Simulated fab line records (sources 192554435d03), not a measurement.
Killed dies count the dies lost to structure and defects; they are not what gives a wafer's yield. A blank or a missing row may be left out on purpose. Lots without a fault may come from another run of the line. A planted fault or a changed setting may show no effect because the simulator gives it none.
Comparing a struck lot with a sound one :: flow n5 finfet :: 15 out of 1938 route steps
Sound: wafers L406.3, L406.4, L406.5. Struck: wafers L409.3, L409.4. (L409.1 of the same lot was not struck and is left out.) The cause comes at the end.
Order at every step that has rows: each side's tool, ch and its chambers, its first start. Under that, the readings that differ: sound wafers :: struck wafers :: difference of the means :: sigmas: that difference in standard deviations of wafers without a fault.
alike: same words and numbers on both sides, and readings whose means sit less than 2 such deviations apart. not compared: any withheld reading, any reading some wafer has no value for, any bound like >300 that may hide the same value, and any number with overlapping values for which the record gives no deviation.
Wherever a step has rows on one side only, a row that says differs or no value, or a row with sigmas, the two part there. Numbers that don't overlap but have no deviation are shown without sigmas and don't part them. Lack of a reading on every wafer of one side parts them only where that side has two or more wafers.

first, 6 steps without rows for these wafers: N5_BEOL_M7_COAT_22 (resist thk 30 nm); N5_BEOL_M7_EBR_24; N5_BEOL_M7_SOFTBAKE_23 (time 60 s); N5_BEOL_M7_EXPOSE_25 (exposes mask V6, target cd 40 nm); N5_BEOL_M7_PEB_26 (peb time 60 s); N5_BEOL_M7_DEVELOP_27 (develop time 30 s).
N5_BEOL_M7_CD_MEAS_28 targets a cd of 40 nm.
  sound on cd sem-02 ch 0, day 11 08:13; struck on cd sem-01 ch 0, day 11 20:22
  alike: cd nm
N5_BEOL_M7_OVL_MEAS_29:
  sound on overlay-02 ch 0, day 11 08:15; struck on overlay-01 ch 0, day 11 20:24
  alike: V6_OVL
N5_BEOL_M7_INSPECT_30: inspects for defects (brightfield).
  sound on defect inspect-01 at day 11 08:18; struck on defect inspect-02 at day 11 20:28
  alike: raw defect count
N5_BEOL_M7_DESCUM_33: chemistry O2, time 7 s.
  sound on rie diel-01 ch 1,2,3, day 11 08:26; struck on rie diel-01 ch 2, day 11 20:30
  alike: drypump motor current A, oes product au, rf vpp V, showerhead plenum p Torr, throttle valve pct
  not compared: rf hours counter h
N5_BEOL_M7_ETCH_72: etches underlayer in N2/H2, target depth 6.5 nm, time 5.2 s.
  sound on rie diel-01 ch 1,2,3, day 11 08:28; struck on rie diel-01 ch 2, day 11 20:32
  alike: bias w, drypump motor current A, etch rf on time s, n2 flow sccm, oes product au, rf vpp V, showerhead plenum p Torr, throttle valve pct
  not compared: rf hours counter h
N5_BEOL_M7_ETCH_65: etches SiARC in CF4, target depth 15.6 nm, time 26 s.
  sound on rie diel-01 ch 1,2,3, day 11 08:29; struck on rie diel-01 ch 2, day 11 20:33
  alike: bias w, drypump motor current A, etch rf on time s, oes product au, rf vpp V, showerhead plenum p Torr, throttle valve pct
  not compared: rf hours counter h
N5_BEOL_M7_ETCH_66: etches SOC in N2/H2, target depth 80 nm, overetch 16 nm, time 120 s.
  sound on rie diel-01 ch 1,2,3, day 11 08:31; struck on rie diel-01 ch 2, day 11 20:35
reading: bias w (W)
sound: 150.0 149.5 150.4
struck: 130.9 131.3
difference: -18.9
sigmas: -46

reading: rf vpp V (V)
sound: 526.6 524.6 523.3
struck: 482.2 481.9
difference: -42.8
sigmas: -24

reading: model.SiARC_of_BEOL_M7_COAT_64.thk nm (nm)
sound: 6.4 6.6 6.4
struck: 7.2 7.4
difference: +0.8
sigmas: 
  alike: drypump motor current A, n2 flow sccm, oes product au, showerhead plenum p Torr, throttle valve pct
  not compared: rf hours counter h
then, 1 step without rows for these wafers: N5_BEOL_M7_STRIP_69 (strips in N2/H2).
-- a jump in the record: the struck wafers' starts before and after are 3 days apart (it breaks off in module BEOL_M7 and resumes in module PASSIVATION, where the first step shown is number 1936 of the route) --
N5_PASSIVATION_PROBE_49:
  rows exist in the record for the struck wafers here (prober-01, day 15 05:37), but not for the sound ones

== WHERE THEY PART ==
Earliest at N5_BEOL_M7_ETCH_66; latest, in this record, at N5_PASSIVATION_PROBE_49.

WHY: whatever the simulator had introduced
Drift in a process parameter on rie diel-01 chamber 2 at N5_BEOL_M7_ETCH_66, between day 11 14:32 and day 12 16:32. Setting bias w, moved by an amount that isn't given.
